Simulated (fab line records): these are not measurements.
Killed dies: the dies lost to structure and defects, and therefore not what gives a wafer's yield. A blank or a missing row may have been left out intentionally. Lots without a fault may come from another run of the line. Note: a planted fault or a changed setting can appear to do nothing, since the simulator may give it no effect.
Commonality check across tools :: flow nand_harc :: 6 lots, 18 wafers sampled

WHAT PROMPTED THE OPENING
Flagged at NHARC_END_SORT_01: reading killed_at_array, on 2 of 6 lots. Fault-free wafers read 26, with a standard deviation of 9.7.
Rule: flag the lot when none of its wafers has a number, or when each of its wafers that has one lies beyond 4 standard deviations from that mean. The rest of the lots are taken to be sound.

lot: L373
measured: day 21 12:04
on: prober-02
killed_at_array, wafer by wafer: 104 117 110
flag: FLAGGED

lot: L376
measured: day 22 04:25
on: prober-02
killed_at_array, wafer by wafer: 94 103 96
flag: FLAGGED

lot: L383
measured: day 23 23:39
on: prober-02
killed_at_array, wafer by wafer: 14 15 20
flag: 

lot: L384
measured: day 24 05:40
on: prober-01
killed_at_array, wafer by wafer: 33 41 47
flag: 

lot: L386
measured: day 25 03:33
on: prober-01
killed_at_array, wafer by wafer: 18 20 21
flag: 

lot: L388
measured: day 25 03:33
on: prober-02
killed_at_array, wafer by wafer: 23 33 43
flag: 
Average over the flagged lots: 104; offset from the usual +78, equal to +8 standard deviations.

WHICH TOOL EACH LOT WENT THROUGH
Before the reading, the record contains 3 process steps out of a 1159-step route. Cell contents, in order: the tool; ch with the chambers the sampled wafers went through; the start.
lot: L373
flag: FLAGGED
NHARC_A_CONTACT_ETCH_121: har_cap_etch-02 ch 0,1, day 18 17:34
NHARC_THIN_TSV_STRIP_62: plasma_asher-02 ch 0,1, day 20 21:38
NHARC_THIN_TSV_STRIP_56: plasma_asher-01 ch 1, day 21 01:26

lot: L376
flag: FLAGGED
NHARC_A_CONTACT_ETCH_121: har_cap_etch-02 ch 0,1, day 19 07:38
NHARC_THIN_TSV_STRIP_62: plasma_asher-02 ch 0,1, day 21 13:19
NHARC_THIN_TSV_STRIP_56: plasma_asher-01 ch 0,1, day 21 17:17

lot: L383
flag: 
NHARC_A_CONTACT_ETCH_121: har_cap_etch-03 ch 0,1, day 20 16:12
NHARC_THIN_TSV_STRIP_62: plasma_asher-02 ch 0,1, day 23 08:06
NHARC_THIN_TSV_STRIP_56: plasma_asher-01 ch 0,1, day 23 12:12

lot: L384
flag: 
NHARC_A_CONTACT_ETCH_121: har_cap_etch-03 ch 0,1, day 20 22:45
NHARC_THIN_TSV_STRIP_62: plasma_asher-01 ch 0,1, day 23 09:11
NHARC_THIN_TSV_STRIP_56: plasma_asher-01 ch 0,1, day 23 13:29

lot: L386
flag: 
NHARC_A_CONTACT_ETCH_121: har_cap_etch-03 ch 0,1, day 22 03:26
NHARC_THIN_TSV_STRIP_62: plasma_asher-02 ch 0,1, day 24 16:27
NHARC_THIN_TSV_STRIP_56: plasma_asher-01 ch 0,1, day 24 20:26

lot: L388
flag: 
NHARC_A_CONTACT_ETCH_121: har_cap_etch-02 ch 0,1, day 22 05:52
NHARC_THIN_TSV_STRIP_62: plasma_asher-02 ch 1, day 24 15:25
NHARC_THIN_TSV_STRIP_56: plasma_asher-02 ch 0,1, day 24 19:15
What is done by these steps:
- NHARC_A_CONTACT_ETCH_121: etches the open film in C4F8/O2/Ar, time 94 s, target depth 922 nm.
- NHARC_THIN_TSV_STRIP_62: strips in N2/H2, time 20 s.
- NHARC_THIN_TSV_STRIP_56: strips in O2.
- NHARC_END_SORT_01

FLAGGED OVER TOTAL, TOOL BY TOOL (the gauges that took the reading come last)
step: NHARC_A_CONTACT_ETCH_121
tool: har_cap_etch-02
lots run: 3
flagged: 2
share of the flagged lots: all
sound lots run after its first flagged lot: 1 (L388)

step: NHARC_A_CONTACT_ETCH_121
tool: har_cap_etch-03
lots run: 3
flagged: 0
share of the flagged lots: none
sound lots run after its first flagged lot: -

step: NHARC_THIN_TSV_STRIP_62
tool: plasma_asher-01
lots run: 1
flagged: 0
share of the flagged lots: none
sound lots run after its first flagged lot: -

step: NHARC_THIN_TSV_STRIP_62
tool: plasma_asher-02
lots run: 5
flagged: 2
share of the flagged lots: all
sound lots run after its first flagged lot: 3 (L383,L388,L386)

step: NHARC_THIN_TSV_STRIP_56
tool: plasma_asher-01
lots run: 5
flagged: 2
share of the flagged lots: all
sound lots run after its first flagged lot: 3 (L383,L384,L386)

step: NHARC_THIN_TSV_STRIP_56
tool: plasma_asher-02
lots run: 1
flagged: 0
share of the flagged lots: none
sound lots run after its first flagged lot: -

step: NHARC_END_SORT_01
tool: prober-01
lots run: 2
flagged: 0
share of the flagged lots: none
sound lots run after its first flagged lot: -

step: NHARC_END_SORT_01
tool: prober-02
lots run: 4
flagged: 2
share of the flagged lots: all
sound lots run after its first flagged lot: 2 (L383,L388)

WHAT THE TABLE PERMITS
4 rows of the table ran every flagged lot: har_cap_etch-02 at NHARC_A_CONTACT_ETCH_121, plasma_asher-02 at NHARC_THIN_TSV_STRIP_62, plasma_asher-01 at NHARC_THIN_TSV_STRIP_56, prober-02 at NHARC_END_SORT_01.
- har_cap_etch-02 at NHARC_A_CONTACT_ETCH_121 ran 3 lots, 2 of them flagged. Sound lots ran on it after the first flagged one (L388), which a lasting fault on the whole tool wouldn't allow.
- plasma_asher-02 at NHARC_THIN_TSV_STRIP_62 ran 5 lots, 2 of them flagged. Sound lots ran on it after the first flagged one (L383, L388, L386), which a lasting fault on the whole tool wouldn't allow.
- plasma_asher-01 at NHARC_THIN_TSV_STRIP_56 ran 5 lots, 2 of them flagged. Sound lots ran on it after the first flagged one (L383, L384, L386), which a lasting fault on the whole tool wouldn't allow.
- prober-02 at NHARC_END_SORT_01 ran 4 lots, 2 of them flagged. Sound lots ran on it after the first flagged one (L383, L388), which a lasting fault on the whole tool wouldn't allow.
No row of the table ran every flagged lot and no sound lot after the first.

WHAT THE SIMULATOR HAD PUT IN
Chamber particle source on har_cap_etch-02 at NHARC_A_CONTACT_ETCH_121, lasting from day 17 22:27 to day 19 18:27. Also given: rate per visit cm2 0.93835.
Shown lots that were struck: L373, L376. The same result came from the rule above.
